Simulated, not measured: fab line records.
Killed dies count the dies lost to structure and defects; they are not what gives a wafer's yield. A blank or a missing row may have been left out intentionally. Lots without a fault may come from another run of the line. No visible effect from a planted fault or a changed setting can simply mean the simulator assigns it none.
Which tool did it? -- flow nand-harc -- Sampling: 15 lots, 45 wafers, 4 of 1159 route steps

WHAT THE GAUGES READ, wafer by wafer
NHARC_P_GATE_OVL_MEAS_27. Usual: overlay-x-nm 0.3 nm, standard deviation 0.74; overlay-y-nm -0.1 nm, standard deviation 0.88.
lot,measured,on,overlay-x-nm (nm),overlay-y-nm (nm),flag
L405,day 5 06:58,overlay-01,0.5 0.2 0.6,0.9 0.9 1.1,
L406,day 5 07:19,overlay-01,-0.6 -1.0 -0.2,-1.8 -1.0 -1.9,
L408,day 5 22:47,overlay-01,-0.7 -0.6 -0.4,0.5 0.0 0.9,
L409,day 5 22:00,overlay-01,-0.9 -0.8 -0.3,0.4 0.4 0.3,
L411,day 6 11:55,overlay-02,1.0 1.6 1.5,0.4 0.3 0.4,
L412,day 6 18:37,overlay-01,0.0 0.1 -0.2,-0.2 -0.2 -0.6,
L413,day 6 18:20,overlay-02,-0.3 -0.2 -0.5,-0.7 -0.2 -0.3,
L414,day 7 12:01,overlay-01,-0.1 0.3 -0.8,0.1 0.1 -0.4,
L415,day 7 11:58,overlay-02,0.0 0.4 -0.4,-1.0 -1.4 -1.1,
L416,day 8 00:25,overlay-01,1.5 0.8 1.1,-1.0 -1.6 -1.6,
L420,day 8 14:47,overlay-01,0.4 0.6 0.5,0.9 1.9 1.9,
L421,day 9 01:51,overlay-01,1.3 1.0 1.3,-0.8 -1.4 -1.6,

WHAT TOOL EACH LOT RAN ON (gives the tool, then ch and the chambers of the sampled wafers, and finally the start)
lot,NHARC_P_ZERO_WELL_RTA_42,NHARC_P_STI_ETCH_42,NHARC_P_GATE_DEP_103
L405,"rtp-anneal-01 ch 0, day 2 01:10","rie-diel-12 ch 2,3, day 2 21:43","pecvd-04 ch 0,1,2, day 5 06:17"
L406,"rtp-anneal-02 ch 0, day 2 06:48","rie-diel-04 ch 0,1,3, day 2 21:34","pecvd-04 ch 0,1,2, day 5 06:40"
L408,"rtp-anneal-01 ch 0, day 2 18:58","rie-diel-12 ch 0,1,2, day 3 12:53","pecvd-04 ch 0,1,2, day 5 22:10"
L409,"rtp-anneal-02 ch 0, day 3 01:16","rie-diel-04 ch 1,2, day 3 17:28","pecvd-01 ch 0,1,2, day 5 21:16"
L411,"rtp-anneal-01 ch 0, day 3 12:56","rie-diel-04 ch 2,3, day 4 06:52","pecvd-04 ch 0,2, day 6 11:16"
L412,"rtp-anneal-01 ch 0, day 3 19:04","rie-diel-06 ch 0,2, day 4 13:50","pecvd-01 ch 0,1,2, day 6 17:52"
L413,"rtp-anneal-01 ch 0, day 4 01:06","rie-diel-12 ch 2,3, day 4 14:01","pecvd-04 ch 1,2, day 6 17:46"
L414,"rtp-anneal-01 ch 0, day 4 07:11","rie-diel-06 ch 0,3, day 5 03:59","pecvd-01 ch 0,1, day 7 11:18"
L415,"rtp-anneal-02 ch 0, day 4 12:51","rie-diel-12 ch 0,3, day 5 04:10","pecvd-04 ch 0,1, day 7 11:14"
L416,"rtp-anneal-01 ch 0, day 4 18:49","rie-diel-04 ch 0,2,3, day 5 12:01","pecvd-04 ch 0,1,2, day 7 23:38"
L420,"rtp-anneal-01 ch 0, day 5 18:49","rie-diel-06 ch 0,2, day 6 08:43","pecvd-04 ch 1,2, day 8 14:04"
L421,"rtp-anneal-01 ch 0, day 6 01:10","rie-diel-04 ch 0,2,3, day 6 20:27","pecvd-01 ch 0,1, day 9 01:04"
L424,"rtp-anneal-01, day 6 19:10",-,-
L425,"rtp-anneal-02, day 7 00:54",-,-
L426,"rtp-anneal-01, day 7 07:03",-,-
- NHARC_P_ZERO_WELL_RTA_42: time 300 s.
- NHARC_P_STI_ETCH_42: etches the open film in N2/H2, target depth 80 nm, overetch 24 nm, time 61 s.
- NHARC_P_GATE_DEP_103: deposits SiON, target thk 30 nm.

AS READ BY THE TOOLS THEMSELVES (means over the sampled wafers that have a number; for cases with no such wafer, the mark the record gives instead)
NHARC_P_ZERO_WELL_RTA_42. Usual: anneal-temp-c-max 1104.3, standard deviation 0.86; lamp-power-pct 34.51 %, standard deviation 0.2; wafer_temp_C_max 1104.6, standard deviation 1.7.
lot,tool,anneal-temp-c-max,lamp-power-pct (%),wafer_temp_C_max,flag
L405,rtp-anneal-01,1103.9,34.42,1105.3,
L406,rtp-anneal-02,1104.8,34.82,1106.2,
L408,rtp-anneal-01,1104.9,34.38,1104.4,
L409,rtp-anneal-02,1104.4,34.88,1107.6,
L411,rtp-anneal-01,1105.0,34.32,1104.2,
L412,rtp-anneal-01,1104.9,34.33,1103.3,
L413,rtp-anneal-01,1105.2,34.40,1104.3,
L414,rtp-anneal-01,1104.2,34.40,1103.8,
L415,rtp-anneal-02,1104.1,34.92,1108.1,
L416,rtp-anneal-01,1104.3,34.39,1103.3,
L420,rtp-anneal-01,1104.2,34.40,1103.5,
L421,rtp-anneal-01,1103.7,34.40,1103.0,
L424,rtp-anneal-01,-,-,-,OFF
L425,rtp-anneal-02,-,-,-,OFF
L426,rtp-anneal-01,-,-,-,OFF

NHARC_P_STI_ETCH_42. Usual: chamber-pressure-mTorr 30.000 mTorr (standard deviation 0.026); drypump-motor-current-A 5.9 A (standard deviation 0.48); n2-flow-sccm 150.0 sccm (standard deviation 0.47); oes-product-au 0.999 a.u. (standard deviation 0.008); rf-vpp-V 430.5 V (standard deviation 2.5); showerhead-plenum-p-Torr 2.04 Torr (standard deviation 0.086); throttle-valve-pct 14.171 % (standard deviation 0.0098).
lot,tool,chamber-pressure-mTorr (mTorr),drypump-motor-current-A (A),n2-flow-sccm (sccm),oes-product-au (a.u.),rf-vpp-V (V),showerhead-plenum-p-Torr (Torr),throttle-valve-pct (%),flag
L405,rie-diel-12,30.008,5.8,150.1,1.003,430.9,2.04,14.174,
L406,rie-diel-04,29.989,5.6,150.2,0.989,430.4,2.01,14.174,
L408,rie-diel-12,30.003,6.1,150.1,0.997,431.9,2.09,14.173,
L409,rie-diel-04,29.983,5.7,149.9,0.993,429.4,1.97,14.170,
L411,rie-diel-04,30.016,6.3,149.8,1.002,427.4,1.93,14.165,
L412,rie-diel-06,29.991,5.9,149.9,0.997,432.0,2.11,14.166,
L413,rie-diel-12,29.994,6.1,150.5,0.997,430.7,2.04,14.178,
L414,rie-diel-06,30.017,6.3,149.9,1.008,434.2,2.18,14.174,
L415,rie-diel-12,29.975,6.1,149.6,1.000,432.5,2.13,14.179,
L416,rie-diel-04,29.992,5.9,149.2,1.000,429.9,1.99,14.167,
L420,rie-diel-06,30.023,6.2,149.6,1.003,433.8,2.15,14.167,
L421,rie-diel-04,29.993,5.9,149.9,0.995,428.8,1.99,14.181,

NHARC_P_GATE_DEP_103. Usual: heater-power-w at 786 W, with a standard deviation of 85.
lot,tool,heater-power-w (W),flag
L405,pecvd-04,785,
L406,pecvd-04,800,
L408,pecvd-04,788,
L409,pecvd-01,733,
L411,pecvd-04,861,
L412,pecvd-01,790,
L413,pecvd-04,822,
L414,pecvd-01,744,
L415,pecvd-04,704,
L416,pecvd-04,848,
L420,pecvd-04,753,
L421,pecvd-01,762,

THE ANSWER, worked out from the rows above alone
Rule: take the mean of a lot's wafers that have a number; if it is more than 3 standard deviations from the usual mean, the lot is off. A lot without any number at a reading at which 4 lots or more have one is off too. Any other lot the step has rows for is counted as sound. The gauges are gone through in route order, then the tools' own readings, and for those a lot's mean is taken as printed above. The first step at which some lot is off is used, and at that step the reading that is off furthest; a lot without a number counts as furthest.
Off: L424, L425, L426 (NHARC_P_ZERO_WELL_RTA_42, anneal-temp-c-max). Without a number there: L424, L425, L426.
A tool fits if, at that step or a process step before it, it ran every lot that is off, and no sound lot after the first of them. None of those tried fits.

WHAT THE SIMULATOR PUT IN
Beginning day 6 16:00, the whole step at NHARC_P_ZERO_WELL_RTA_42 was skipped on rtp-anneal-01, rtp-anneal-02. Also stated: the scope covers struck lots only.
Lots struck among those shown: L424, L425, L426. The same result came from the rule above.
